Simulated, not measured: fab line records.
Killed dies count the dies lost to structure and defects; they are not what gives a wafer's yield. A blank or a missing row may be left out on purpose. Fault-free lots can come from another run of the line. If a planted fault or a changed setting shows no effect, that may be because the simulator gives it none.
fab line records + flow n5-finfet
record:
- lots: 9
- wafers: 26
- last-day: 20
route steps=1938 shown BEOL_M4@1111 BEOL_M11@1577 BEOL_M12@1608 PASSIVATION@1936
lots untouched by any fault: they come from a run of this same line in which no faults occurred
start-h: the number of hours between the record's first day and the start of the first shown wafer of the lot + wait-h: how many hours have passed since the lot's step before this one + " as in the row above + L1.1+2: a single row standing in for several wafers + - value missing, or start not given + * or withheld: withheld + < > ~ a bound
route shown NAME@n: NAME is a module with steps in the file, n the number in the route of the first one + usual: the fault-free wafers' mean and standard deviation + same: alike in all rows + chamber/n: place in a boat + sites: readings site by site + _std_site: standard deviation of those values + _edge_site: inner sites' mean taken away from outer sites' mean + radius-mm: for every site, how far away it sits from the centre of the wafer + mask NAME#n: copy n + behind: the last tool/chamber to shape the wafer + hold: cause of the lot's hold/its duration in hours/its outcome + device: which transistor (n, p or np) failed to switch + end of line: tests of these same wafers at the route's end + a step without rows: its recipe alone + killed: dies that structure and defects cost at the first sort, which is not the same as the wafer's yield + map: a wafer's dies, marking killed ones x, the rest . and places with no die _
set.NAME: the setting as run; set.NAME@STEP: as run at that earlier step + model.NAME: the simulator's own value behind a step, which no gauge read
a sample of lots followed through the steps of the route, with each step as a table and each wafer as a row
services: the hour from which a tool's chamber was out of use, counted from the record's first day as start-h (under 0 if before that day), plus the number of hours and why
== steps ==
step: N5_BEOL_M4_RC_MEAS_101
usual:
- DIBL_N: 36.5/2.1
- DIBL_P: 36.6/2.6
- IOFF_N: 0.17/0.044
- IOFF_P: 0.21/0.048
- ION_N: 674/17
- ION_P: 462/9.5
- SS_N: 71.6/0.77
- SS_P: 73.5/0.72
- VT_N: 250/4.2
- VT_P: -250/3.9
| lot.wafer | tool      | chamber | start-h | wait-h | DIBL_N[mV/V] | DIBL_P[mV/V] | IOFF_N[nA/um] | IOFF_P[nA/um] | ION_N[uA/um] | ION_P[uA/um] | SS_N[mV/dec] | SS_P[mV/dec] | VT_N[mV] | VT_P[mV] |
|-----------|-----------|---------|---------|--------|--------------|--------------|---------------|---------------|--------------|--------------|--------------|--------------|----------|----------|
| L198.2    | prober-02 | 0       | 250.70  | 0.2    | 35.6         | 36.7         | 0.16          | 0.20          | 667          | 461          | 71.5         | 73.4         | 247      | -250     |
| L198.4    | "         | 0       | "       | "      | 36.0         | 35.2         | 0.15          | 0.17          | 651          | 445          | 72.3         | 73.0         | 253      | -253     |
| L198.5    | "         | 0       | "       | "      | 32.7         | 32.9         | 0.11          | 0.16          | 653          | 454          | 70.0         | 73.2         | 254      | -254     |
| L197.2    | prober-02 | 0       | 257.03  | 0.2    | 35.0         | 34.2         | 0.13          | 0.15          | 644          | 440          | 71.1         | 72.1         | 253      | -258     |
| L197.3    | "         | 0       | "       | "      | 42.0         | 43.0         | 0.28          | 0.29          | 704          | 470          | 73.0         | 74.2         | 241      | -251     |
| L197.4    | "         | 0       | "       | "      | 34.9         | 33.9         | 0.13          | 0.16          | 676          | 457          | 71.1         | 73.0         | 249      | -253     |
| L196.1    | prober-01 | 0       | 261.62  | 0.0    | 39.1         | 39.4         | 0.21          | 0.24          | 694          | 469          | 72.9         | 74.1         | 247      | -248     |
| L196.3    | "         | 0       | "       | "      | 37.9         | 39.1         | 0.18          | 0.23          | 666          | 461          | 72.4         | 73.7         | 250      | -251     |
| L196.6    | "         | 0       | "       | "      | 34.6         | 33.8         | 0.12          | 0.17          | 664          | 457          | 70.8         | 73.6         | 255      | -254     |
| L200.1    | prober-01 | 0       | 270.26  | 0.0    | 37.4         | 37.5         | 0.16          | 0.22          | 680          | 464          | 71.7         | 73.9         | 251      | -249     |
| L200.4    | "         | 0       | "       | "      | 37.1         | 36.5         | 0.14          | 0.21          | 658          | 465          | 72.3         | 73.2         | 254      | -248     |
| L200.6    | "         | 0       | "       | "      | 35.6         | 34.6         | 0.12          | 0.18          | 665          | 464          | 71.1         | 72.7         | 255      | -251     |
| L203.1    | prober-01 | 0       | 288.22  | 0.0    | 38.7         | 38.6         | 0.21          | 0.25          | 703          | 473          | 71.7         | 74.1         | 243      | -249     |
| L203.2    | "         | 0       | "       | "      | 38.1         | 38.9         | 0.21          | 0.25          | 696          | 480          | 71.5         | 73.7         | 244      | -248     |
| L203.4    | "         | 0       | "       | "      | 36.4         | 36.6         | 0.16          | 0.21          | 677          | 455          | 70.9         | 73.3         | 248      | -250     |
| L206.1    | prober-01 | 0       | 320.73  | 0.6    | 35.4         | 36.2         | 0.16          | 0.21          | 656          | 459          | 71.1         | 74.2         | 251      | -250     |
| L206.3    | "         | 0       | "       | "      | 36.4         | 38.3         | 0.19          | 0.23          | 682          | 465          | 71.7         | 74.2         | 247      | -251     |
| L206.5    | "         | 0       | "       | "      | 34.7         | 35.6         | 0.14          | 0.19          | 649          | 455          | 71.7         | 73.3         | 253      | -250     |
| L210.4    | prober-01 | 0       | 331.73  | 0.5    | 37.5         | 38.9         | 0.19          | 0.24          | 684          | 467          | 71.8         | 73.3         | 248      | -251     |
| L210.5    | "         | 0       | "       | "      | 36.8         | 37.7         | 0.17          | 0.23          | 680          | 472          | 72.5         | 73.1         | 249      | -248     |
| L210.6    | "         | 0       | "       | "      | 38.7         | 40.5         | 0.22          | 0.26          | 683          | 461          | 72.5         | 73.6         | 247      | -246     |
| L212.2    | prober-02 | 0       | 339.48  | 0.2    | 34.4         | 33.6         | 0.13          | 0.17          | 667          | 457          | 70.5         | 72.3         | 250      | -251     |
| L212.4    | "         | 0       | "       | "      | 37.4         | 37.9         | 0.18          | 0.24          | 679          | 468          | 71.6         | 73.5         | 250      | -246     |
| L213.1    | prober-01 | 0       | 349.42  | 0.0    | 34.9         | 36.2         | 0.12          | 0.17          | 664          | 459          | 71.3         | 73.3         | 257      | -256     |
| L213.4    | "         | 0       | "       | "      | 37.3         | 38.6         | 0.16          | 0.21          | 671          | 469          | 71.8         | 74.0         | 252      | -251     |
| L213.6    | "         | 0       | "       | "      | 35.3         | 35.4         | 0.13          | 0.16          | 666          | 453          | 71.5         | 72.8         | 255      | -258     |
step: N5_BEOL_M11_STRIP_36
recipe:
- chemistry: N2/H2
- power-w: 450
- temp-c: 40
- pressure-mtorr: 20
- rf-frequency-hz: 6e+07
- overash-fraction: 0.3
- bias-power-w: 7
- h2-frac: 0.5
- n2-flow-sccm: 200
- h2-flow-sccm: 200
usual:
- bias-power-w: 7.004/0.021
- chamber-pressure-mTorr: 19.99/0.039
- drypump-motor-current-A: 5.59/0.28
- oes-product-au: 0.78/0.066
- rf-vpp-V: 59.2/2
- showerhead-plenum-p-Torr: 2.50/0.091
- throttle-valve-pct: 23.60/0.28
| lot.wafer | tool        | chamber | start-h | wait-h | bias-power-w | chamber-pressure-mTorr | drypump-motor-current-A | oes-product-au | rf-hours-counter-h | rf-vpp-V | showerhead-plenum-p-Torr | throttle-valve-pct |
|-----------|-------------|---------|---------|--------|--------------|------------------------|-------------------------|----------------|--------------------|----------|--------------------------|--------------------|
| L198.2    | rie-diel-02 | 0       | 312.09  | 0.0    | 7.000        | 20.04                  | 5.53                    | 0.76           | 139                | 58.7     | 2.46                     | 23.77              |
| L198.4    | "           | 3       | "       | "      | 7.021        | 20.02                  | 5.66                    | 0.70           | 236                | 60.1     | 2.39                     | 23.54              |
| L198.5    | "           | 3       | "       | "      | 6.969        | 19.97                  | 5.64                    | 0.71           | -                  | 55.0     | 2.39                     | 23.55              |
| L196.1    | rie-diel-06 | 0       | 320.88  | 0.0    | 6.988        | 20.01                  | 5.51                    | 0.86           | 57                 | 59.6     | 2.47                     | 23.39              |
| L196.3    | "           | 3       | "       | "      | 6.997        | 20.02                  | 5.80                    | 0.67           | 235                | 58.8     | 2.50                     | 23.60              |
| L196.6    | "           | 3       | "       | "      | 7.003        | 19.99                  | 5.82                    | 0.68           | -                  | 62.3     | 2.50                     | 23.62              |
| L197.2    | rie-diel-03 | 0       | 330.11  | 0.0    | 7.020        | 20.00                  | 6.02                    | 0.83           | 79                 | 56.5     | 2.61                     | 24.22              |
| L197.3    | "           | 2       | "       | "      | 6.997        | 19.99                  | 5.40                    | 0.91           | 8                  | 59.2     | 2.59                     | 23.19              |
| L197.4    | "           | 3       | "       | "      | 6.985        | 19.99                  | 4.89                    | 0.71           | 215                | 61.2     | 2.62                     | 24.22              |
| L200.1    | rie-diel-02 | 2       | 331.81  | 0.0    | 6.983        | 20.04                  | 5.54                    | 0.69           | 226                | 60.9     | 2.49                     | 23.59              |
| L200.4    | "           | 0       | "       | "      | 6.992        | 19.99                  | 5.51                    | 0.78           | 146                | 59.9     | 2.46                     | 23.77              |
| L200.6    | "           | 0       | "       | "      | 6.990        | 19.97                  | 5.52                    | 0.79           | -                  | 61.0     | 2.46                     | 23.78              |
| L203.1    | rie-diel-02 | 2       | 351.31  | 0.0    | 7.021        | 19.96                  | 5.54                    | 0.69           | 233                | 56.8     | 2.49                     | 23.63              |
| L203.2    | "           | 1       | "       | "      | 6.997        | 19.93                  | 5.44                    | 0.80           | 116                | 62.0     | 2.65                     | 23.44              |
| L203.4    | "           | 3       | "       | "      | 6.996        | 19.92                  | 5.65                    | 0.70           | 250                | 59.3     | 2.38                     | 23.57              |
| L210.4    | rie-diel-06 | 3       | 405.23  | 0.0    | 7.035        | 19.94                  | 5.79                    | 0.94           | 6                  | 61.2     | 2.49                     | 23.33              |
| L210.5    | "           | 1       | "       | "      | 7.026        | 20.05                  | 5.41                    | 0.77           | -                  | 57.2     | 2.53                     | 23.30              |
| L210.6    | "           | 2       | "       | "      | 6.980        | 19.98                  | 5.88                    | 0.74           | -                  | 56.3     | 2.34                     | 23.94              |
| L206.1    | rie-diel-06 | 2       | 405.70  | 0.0    | 6.980        | 20.01                  | 5.83                    | 0.75           | 161                | 53.4     | 2.34                     | 23.94              |
| L206.3    | "           | 3       | "       | "      | 7.017        | 20.05                  | 5.81                    | 0.96           | 7                  | 58.5     | 2.49                     | 23.38              |
| L206.5    | "           | 1       | "       | "      | 7.018        | 20.03                  | 5.41                    | 0.78           | -                  | 58.4     | 2.52                     | 23.33              |
| L212.2    | rie-diel-06 | 1       | 407.38  | 0.0    | 7.039        | 20.06                  | 5.36                    | 0.78           | 138                | 62.0     | 2.53                     | 23.32              |
| L212.4    | "           | 3       | "       | "      | 7.022        | 20.01                  | 5.80                    | 0.96           | 7                  | 59.9     | 2.49                     | 23.35              |
| L213.1    | rie-diel-03 | 0       | 419.58  | 0.0    | 6.991        | 19.97                  | 6.00                    | 0.81           | 98                 | 62.5     | 2.60                     | 24.23              |
| L213.4    | "           | 2       | "       | "      | 6.987        | 20.00                  | 5.42                    | 0.87           | 26                 | 58.4     | 2.58                     | 23.24              |
| L213.6    | "           | 1       | "       | "      | 7.014        | 19.99                  | 6.44                    | 0.74           | -                  | 56.6     | 2.50                     | 23.46              |
step: N5_BEOL_M11_INSPECT_58
recipe:
- inspect-instrument: darkfield
- mode: post-dep
usual:
- raw-defect-count: 77/28
| lot.wafer | tool              | chamber | start-h | wait-h | raw-defect-count |
|-----------|-------------------|---------|---------|--------|------------------|
| L198.2    | defect-inspect-01 | -       | 315.20  | 0.0    | 79               |
| L198.4    | "                 | -       | "       | "      | 52               |
| L198.5    | "                 | -       | "       | "      | 38               |
| L196.1    | defect-inspect-01 | -       | 323.57  | 0.0    | 73               |
| L196.3    | "                 | -       | "       | "      | 71               |
| L196.6    | "                 | -       | "       | "      | 54               |
| L197.2    | defect-inspect-01 | -       | 333.09  | 0.0    | 64               |
| L197.3    | "                 | -       | "       | "      | 35               |
| L197.4    | "                 | -       | "       | "      | 65               |
| L200.1    | defect-inspect-02 | -       | 334.79  | 0.0    | 62               |
| L200.4    | "                 | -       | "       | "      | 58               |
| L200.6    | "                 | -       | "       | "      | 82               |
| L203.1    | defect-inspect-01 | -       | 355.57  | 0.0    | 86               |
| L203.2    | "                 | -       | "       | "      | 67               |
| L203.4    | "                 | -       | "       | "      | 111              |
| L210.4    | defect-inspect-01 | -       | 408.10  | 0.0    | 53               |
| L210.5    | "                 | -       | "       | "      | 66               |
| L210.6    | "                 | -       | "       | "      | 54               |
| L206.1    | defect-inspect-02 | -       | 408.37  | 0.0    | 89               |
| L206.3    | "                 | -       | "       | "      | 82               |
| L206.5    | "                 | -       | "       | "      | 128              |
| L212.2    | defect-inspect-01 | -       | 411.01  | 0.0    | 86               |
| L212.4    | "                 | -       | "       | "      | 168              |
| L213.1    | defect-inspect-02 | -       | 422.47  | 0.0    | 84               |
| L213.4    | "                 | -       | "       | "      | 116              |
| L213.6    | "                 | -       | "       | "      | 80               |
step: N5_BEOL_M12_EXPOSE_07
recipe:
- mask-id: V11
- na: 0.93
- source-shape: conventional
- sigma-outer: 0.6
- polarization: unpolarized
- attpsm-phase-deg: 180
- dose-mj: 32.5
| lot.wafer  | tool           | chamber | start-h | wait-h | mask  |
|------------|----------------|---------|---------|--------|-------|
| L198.2+4+5 | krf-scanner-02 | 0       | 315.50  | -      | V11#0 |
| L196.1+3+6 | krf-scanner-02 | 0       | 323.92  | -      | V11#0 |
| L197.2+3+4 | krf-scanner-01 | 0       | 333.52  | -      | V11#0 |
| L200.1+4+6 | krf-scanner-01 | 0       | 335.09  | -      | V11#0 |
| L203.1+2+4 | krf-scanner-02 | 0       | 355.99  | -      | V11#0 |
| L210.4+5+6 | krf-scanner-02 | 0       | 408.86  | -      | V11#0 |
| L206.1+3+5 | krf-scanner-02 | 0       | 408.88  | -      | V11#0 |
| L212.2+4   | krf-scanner-02 | 0       | 411.31  | -      | V11#0 |
| L213.1+4+6 | krf-scanner-02 | 0       | 422.77  | -      | V11#0 |
step: N5_BEOL_M12_OVL_MEAS_11
recipe:
- points-per-wafer: 44
usual:
- V11_OVL: -1/6.1
| lot.wafer | tool       | chamber | start-h | wait-h | V11_OVL[nm] |
|-----------|------------|---------|---------|--------|-------------|
| L198.2    | overlay-02 | 0       | 315.70  | 0.0    | -3          |
| L198.4    | "          | 0       | "       | "      | -2          |
| L198.5    | "          | 0       | "       | "      | -7          |
| L196.1    | overlay-02 | 0       | 324.12  | 0.0    | -11         |
| L196.3    | "          | 0       | "       | "      | 0           |
| L196.6    | "          | 0       | "       | "      | 3           |
| L197.2    | overlay-01 | 0       | 333.72  | 0.0    | 3           |
| L197.3    | "          | 0       | "       | "      | -7          |
| L197.4    | "          | 0       | "       | "      | 7           |
| L200.1    | overlay-02 | 0       | 335.29  | 0.0    | 5           |
| L200.4    | "          | 0       | "       | "      | 13          |
| L200.6    | "          | 0       | "       | "      | 8           |
| L203.1    | overlay-01 | 0       | 356.20  | 0.0    | -2          |
| L203.2    | "          | 0       | "       | "      | -1          |
| L203.4    | "          | 0       | "       | "      | -6          |
| L210.4    | overlay-01 | 0       | 409.05  | 0.0    | 39          |
| L210.5    | "          | 0       | "       | "      | 35          |
| L210.6    | "          | 0       | "       | "      | 38          |
| L206.1    | overlay-02 | 0       | 409.08  | 0.0    | 34          |
| L206.3    | "          | 0       | "       | "      | 40          |
| L206.5    | "          | 0       | "       | "      | 41          |
| L212.2    | overlay-02 | 0       | 411.51  | 0.0    | 26          |
| L212.4    | "          | 0       | "       | "      | 29          |
| L213.1    | overlay-02 | 0       | 422.97  | 0.0    | 39          |
| L213.4    | "          | 0       | "       | "      | 42          |
| L213.6    | "          | 0       | "       | "      | 45          |
step: N5_BEOL_M12_VIA_ETCH_16
recipe:
- chemistry: C4F8/O2/Ar
- target: SiOC
- pressure-mtorr: 30
- source-w: 3000
- bias-w: 700
- Ar_flow_sccm: 400
- C4F8_flow_sccm: 15
- O2_flow_sccm: 8
- he-inner-torr: 15
- he-outer-torr: 30
- target-depth-a: 7248
- time-s: withheld
- ion-energy-ev: 250
- ends: cleared
usual:
- chamber-pressure-mTorr: 29.999/0.026
- drypump-motor-current-A: 5.6/0.38
- he-inner-torr: 14.997/0.029
- oes-product-au: 0.72/0.083
- rf-vpp-V: 665/3.5
- showerhead-plenum-p-Torr: 3.43/0.14
- throttle-valve-pct: 24.24/0.28
| lot.wafer | tool        | chamber | start-h | wait-h | chamber-pressure-mTorr | drypump-motor-current-A | he-inner-torr | oes-product-au | rf-vpp-V | showerhead-plenum-p-Torr | throttle-valve-pct |
|-----------|-------------|---------|---------|--------|------------------------|-------------------------|---------------|----------------|----------|--------------------------|--------------------|
| L198.2    | rie-diel-05 | 3       | 315.84  | 0.0    | 30.056                 | 5.5                     | 14.997        | 0.85           | 669      | 3.65                     | 23.90              |
| L198.4    | "           | 0       | "       | "      | 30.015                 | 5.1                     | 15.047        | 0.64           | 661      | 3.24                     | 24.08              |
| L198.5    | "           | 3       | "       | "      | 30.024                 | 5.5                     | 15.002        | 0.85           | 671      | 3.65                     | 23.86              |
| L196.1    | rie-diel-04 | 0       | 324.64  | 0.0    | 30.042                 | 5.8                     | 14.978        | 0.68           | 666      | 3.39                     | 23.75              |
| L196.3    | "           | 2       | "       | "      | 30.017                 | 5.6                     | 14.968        | 0.74           | 666      | 3.49                     | 24.64              |
| L196.6    | "           | 3       | "       | "      | 30.002                 | 5.5                     | 14.952        | 0.66           | 662      | 3.25                     | 24.18              |
| L197.2    | rie-diel-04 | 1       | 333.86  | 0.0    | 30.037                 | 6.1                     | 14.988        | 0.62           | 660      | 3.26                     | 24.57              |
| L197.3    | "           | 2       | "       | "      | 29.981                 | 5.6                     | 15.025        | 0.74           | 666      | 3.49                     | 24.67              |
| L197.4    | "           | 0       | "       | "      | 29.955                 | 5.8                     | 14.991        | 0.68           | 665      | 3.39                     | 23.75              |
| L200.1    | rie-diel-01 | 1       | 335.43  | 0.0    | 30.001                 | 5.8                     | 15.028        | 0.67           | 668      | 3.58                     | 24.16              |
| L200.4    | "           | 0       | "       | "      | 29.993                 | 6.3                     | 15.022        | 0.80           | 668      | 3.50                     | 24.11              |
| L200.6    | "           | 1       | "       | "      | 30.022                 | 5.9                     | 15.039        | 0.68           | 669      | 3.58                     | 24.17              |
| L203.1    | rie-diel-04 | 1       | 357.17  | 0.0    | 30.029                 | 6.2                     | 15.045        | 0.62           | 661      | 3.26                     | 24.60              |
| L203.2    | "           | 2       | "       | "      | 30.030                 | 5.6                     | 14.980        | 0.74           | 666      | 3.48                     | 24.69              |
| L203.4    | "           | 1       | "       | "      | 30.000                 | 6.2                     | 15.020        | 0.62           | 660      | 3.26                     | 24.60              |
| L210.4    | rie-diel-05 | 2       | 409.37  | 0.0    | 30.035                 | 5.3                     | 15.041        | 0.78           | 667      | 3.51                     | 24.26              |
| L210.5    | "           | 3       | "       | "      | 29.979                 | 5.4                     | 14.997        | 0.80           | 671      | 3.63                     | 23.93              |
| L210.6    | "           | 0       | "       | "      | 29.986                 | 5.1                     | 15.026        | 0.83           | 673      | 3.62                     | 23.85              |
| L206.1    | rie-diel-05 | 1       | 409.63  | 0.0    | 30.043                 | 6.2                     | 14.980        | 0.64           | 664      | 3.37                     | 24.58              |
| L206.3    | "           | 3       | "       | "      | 30.002                 | 5.5                     | 15.002        | 0.79           | 671      | 3.63                     | 23.93              |
| L206.5    | "           | 1       | "       | "      | 30.000                 | 6.2                     | 14.990        | 0.65           | 667      | 3.37                     | 24.59              |
| L212.2    | rie-diel-05 | 1       | 411.70  | 0.0    | 30.014                 | 6.2                     | 14.976        | 0.64           | 665      | 3.37                     | 24.58              |
| L212.4    | "           | 0       | "       | "      | 29.962                 | 5.1                     | 14.998        | 0.83           | 672      | 3.62                     | 23.86              |
| L213.1    | rie-diel-01 | 1       | 423.12  | 0.0    | 29.992                 | 5.9                     | 15.016        | 0.66           | 668      | 3.56                     | 24.20              |
| L213.4    | "           | 2       | "       | "      | 29.971                 | 5.1                     | 15.021        | 0.83           | 665      | 3.36                     | 24.16              |
| L213.6    | "           | 3       | "       | "      | 29.965                 | 5.1                     | 14.972        | 0.64           | 660      | 3.24                     | 24.37              |
step: N5_PASSIVATION_PROBE_49
usual:
- defect-limited-yield: 91.2/1.5
- killed_at_M0_to_M3: 36/10
- killed_at_M4_up: 14/5.2
- killed-at-contacts: 12/6
- killed-at-front-end: 37/10
- killed-at-other: 4/3.3
- killed-dies: 104/18
- killed-on-rim: 14/4.1
- killed-open: 68/14
- killed-short: 34/7.4
- sort_bin_4_leakage: 0.01/0.04
- sort_bin_5_function: 5.2/1
- sort_bin_6_memory: 3.3/0.7
- sort_bin_8_speed: 0.01/0.045
- sort-n-pass: 1076/18
- sort-yield-pct: 91.2/1.5
same:
- gross-dies: 1180
- killed-at-back-side: 0
| lot.wafer | tool      | chamber | start-h | wait-h | defect-limited-yield[%] | killed_at_M0_to_M3 | killed_at_M4_up | killed-at-contacts | killed-at-front-end | killed-at-other | killed-dies | killed-on-rim | killed-open | killed-short | sort_bin_4_leakage[%] | sort_bin_5_function[%] | sort_bin_6_memory[%] | sort_bin_8_speed[%] | sort-n-pass | sort-yield-pct[%] |
|-----------|-----------|---------|---------|--------|-------------------------|--------------------|-----------------|--------------------|---------------------|-----------------|-------------|---------------|-------------|--------------|-----------------------|------------------------|----------------------|---------------------|-------------|-------------------|
| L210.4    | prober-02 | -       | 460.19  | 0.2    | 41.4                    | 42                 | 621             | 7                  | 22                  | 0               | 692         | 85            | 54          | 26           | 0                     | 30.6                   | 2.1                  | 0                   | 488         | 41.4              |
| L210.5    | prober-02 | -       | 460.24  | 0.2    | 47.9                    | 42                 | 539             | 6                  | 27                  | 1               | 615         | 65            | 55          | 30           | 0                     | 26.7                   | 2.6                  | 0                   | 565         | 47.9              |
| L210.6    | prober-02 | -       | 460.29  | 0.3    | 23.6                    | 54                 | 808             | 16                 | 23                  | 1               | 902         | 113           | 72          | 30           | 0                     | 38.6                   | 4.3                  | 0                   | 278         | 23.6              |
| L206.3    | prober-01 | -       | 470.44  | 0.1    | 37.2                    | 26                 | 653             | 4                  | 47                  | 11              | 741         | 97            | 76          | 27           | 0                     | 29.2                   | 4.2                  | 0                   | 439         | 37.2              |
| L206.5    | prober-01 | -       | 470.54  | 0.2    | 36.2                    | 22                 | 665             | 12                 | 48                  | 6               | 753         | 102           | 62          | 31           | 0                     | 34.5                   | 3.3                  | 0                   | 427         | 36.2              |
| L213.1    | prober-01 | -       | 478.20  | 0.0    | 17.0                    | 42                 | 893             | 3                  | 34                  | 7               | 979         | 129           | 57          | 39           | 0                     | 43.4                   | 3.2                  | 0                   | 201         | 17.0              |
| L213.4    | prober-01 | -       | 478.35  | 0.2    | 9.2                     | 32                 | 972             | 13                 | 49                  | 6               | 1072        | 147           | 72          | 43           | 0                     | 46.1                   | 3.4                  | 0                   | 108         | 9.2               |
| L213.6    | prober-01 | -       | 478.45  | 0.3    | 11.8                    | 41                 | 957             | 5                  | 36                  | 2               | 1041        | 135           | 68          | 25           | 0                     | 45.3                   | 2.4                  | 0                   | 139         | 11.8              |
| L212.2    | prober-01 | -       | 481.84  | 0.1    | 57.1                    | 36                 | 423             | 9                  | 33                  | 5               | 506         | 73            | 68          | 25           | 0                     | 22.4                   | 3.3                  | 0                   | 674         | 57.1              |
| L212.4    | prober-01 | -       | 481.94  | 0.2    | 52.5                    | 30                 | 490             | 7                  | 34                  | 0               | 561         | 76            | 57          | 15           | 0                     | 24.4                   | 2.5                  | 0                   | 619         | 52.5              |
killed by level:class
L210.4 BEOL_M12:overlay=611 BEOL_M3:geometric-particle:open=8 BEOL_M3:geometric-particle:short=7 BEOL_M1:geometric-particle:open=7 BEOL_M0_SAQP:geometric-particle:open=6 MOL_CONTACT_COAG:geometric-particle:open=6 BEOL_M2:geometric-particle:open=6 BEOL_M1:geometric-particle:short=5
L210.5 BEOL_M12:overlay=529 BEOL_M3:geometric-particle:open=14 BEOL_M1:geometric-particle:open=9 MOL_CONTACT_COAG:geometric-particle:open=6 BEOL_M0_SAQP:geometric-particle:short=6 FIN_SAQP:geometric-particle:open=5 GATE_CUT:geometric-particle:short=5 BEOL_M0_SAQP:geometric-particle:open=5
L210.6 BEOL_M12:overlay=799 MOL_CONTACT_COAG:geometric-particle:open=14 BEOL_M3:geometric-particle:open=13 BEOL_M0_SAQP:geometric-particle:open=10 BEOL_M0_SAQP:geometric-particle:short=9 BEOL_M2:geometric-particle:open=9 BEOL_M1:geometric-particle:open=5 GATE_CUT:geometric-particle:short=4
L206.3 BEOL_M12:overlay=638 FIN_SAQP:geometric-particle:open=22 GATE_CUT:geometric-particle:open=9 FIN_SAQP:geometric-particle:short=8 BEOL_M0_SAQP:geometric-particle:short=8 BEOL_M5:geometric-particle:open=8 BEOL_M0_SAQP:geometric-particle:open=6 MIM_TOP:geometric-particle:open=5
L206.5 BEOL_M12:overlay=659 FIN_SAQP:geometric-particle:open=14 MOL_CONTACT_COAG:geometric-particle:open=10 STI_FIN_REVEAL:geometric-particle:open=9 GATE_CUT:geometric-particle:short=8 FIN_SAQP:geometric-particle:short=5 BEOL_M1:geometric-particle:open=5 DUMMY_GATE:geometric-particle:open=4
L213.1 BEOL_M12:overlay=882 BEOL_M0_SAQP:geometric-particle:short=10 BEOL_M3:geometric-particle:open=9 BEOL_M0_SAQP:geometric-particle:open=8 STI_FIN_REVEAL:geometric-particle:open=7 FIN_SAQP:geometric-particle:short=6 FIN_SAQP:geometric-particle:open=5 BEOL_M1:geometric-particle:open=5
L213.4 BEOL_M12:overlay=956 STI_FIN_REVEAL:geometric-particle:open=23 BEOL_M0_SAQP:geometric-particle:short=10 MOL_CONTACT_COAG:geometric-particle:open=8 STI_FIN_REVEAL:geometric-particle:short=6 BEOL_M1:geometric-particle:open=6 GATE_CUT:geometric-particle:open=5 MOL_CONTACT_COAG:geometric-particle:short=5
L213.6 BEOL_M12:overlay=946 BEOL_M3:geometric-particle:open=11 BEOL_M2:geometric-particle:open=8 BEOL_M0_SAQP:geometric-particle:open=6 FIN_SAQP:geometric-particle:open=5 STI_FIN_REVEAL:geometric-particle:open=5 DUMMY_GATE:geometric-particle:open=5 GATE_CUT:geometric-particle:open=5
L212.2 BEOL_M12:overlay=413 BEOL_M3:geometric-particle:open=12 MOL_CONTACT_COAG:geometric-particle:open=9 STI_FIN_REVEAL:geometric-particle:open=7 BEOL_M0_SAQP:geometric-particle:open=7 FIN_SAQP:geometric-particle:open=5 BEOL_M2:geometric-particle:open=5 FIN_SAQP:geometric-particle:short=4
L212.4 BEOL_M12:overlay=487 FIN_SAQP:geometric-particle:open=10 BEOL_M3:geometric-particle:open=10 DUMMY_GATE:geometric-particle:open=7 MOL_CONTACT_COAG:geometric-particle:open=6 STI_FIN_REVEAL:geometric-particle:open=5 BEOL_M0_SAQP:geometric-particle:open=5 BEOL_M1:geometric-particle:open=4
== services ==
| tool           | chamber | start-h | hours | kind                          |
|----------------|---------|---------|-------|-------------------------------|
| krf-scanner-02 | -       | 299.78  | 2.2   | repair                        |
| krf-scanner-01 | -       | 304.38  | 1.0   | pm                            |
| krf-scanner-02 | -       | 305.47  | 0.8   | pm                            |
| krf-scanner-01 | -       | 309.65  | 0.8   | pm                            |
| rie-diel-01    | 1       | 313.20  | 6.2   | repair                        |
| krf-scanner-02 | -       | 316.63  | 4.7   | repair                        |
| rie-diel-06    | 2       | 331.76  | 38.5  | repair                        |
| krf-scanner-02 | -       | 337.58  | 1.6   | repair                        |
| krf-scanner-02 | 0       | 346.82  | -     | calibration                   |
| rie-diel-05    | 0       | 350.11  | -     | clean                         |
| rie-diel-05    | 0       | 350.11  | -     | consumable-replace:focus-ring |
| rie-diel-05    | 0       | 350.11  | -     | consumable-replace:showerhead |
| rie-diel-05    | 0       | 350.11  | 16.8  | scheduled-down                |
| rie-diel-01    | -       | 351.84  | 15.6  | pm                            |
| krf-scanner-01 | -       | 363.88  | 0.3   | repair                        |
| krf-scanner-02 | -       | 368.21  | 0.1   | repair                        |
| krf-scanner-02 | -       | 376.15  | 1.3   | pm                            |
| rie-diel-03    | -       | 377.95  | 28.1  | pm                            |
| rie-diel-04    | 1       | 380.23  | 18.4  | repair                        |
| rie-diel-02    | -       | 383.26  | 0.5   | repair                        |
| rie-diel-04    | 0       | 386.71  | 4.0   | repair                        |
| krf-scanner-01 | -       | 408.41  | 3.5   | repair                        |
| krf-scanner-02 | -       | 412.45  | 1.0   | pm                            |
| rie-diel-04    | -       | 416.71  | 2.8   | pm                            |
== key ==
first-sign:
- step: N5_BEOL_M12_OVL_MEAS_11
- reading: V11_OVL
- direction: up
- sigmas: 6.3
- usual: -1
- struck: 37
effect:
- step: N5_PASSIVATION_PROBE_49
- reading: killed_at_M4_up
- direction: up
- sigmas: 99+
- usual: 14
- struck: 702
more-kills-born-at:
- N5_BEOL_M12_EXPOSE_07@krf-scanner-02: 6920
met-at N5_BEOL_M12_EXPOSE_07
struck-lots L206,L210,L212,L213
rows-end L206.1
not-acting-at N5_BEOL_M11_STRIP_36,N5_BEOL_M11_INSPECT_58,N5_BEOL_M12_VIA_ETCH_16
onset-between 355.99 408.86
also-fits time
fault:
- kind: scanner-matching-overlay
- tool: krf-scanner-02
- chamber: -
- onset-h: 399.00
- steps: N5_BEOL_M12_EXPOSE_07
- offset: 37.399
rows-end: these wafers met a further fault down the route, and their rows from its step on are left out
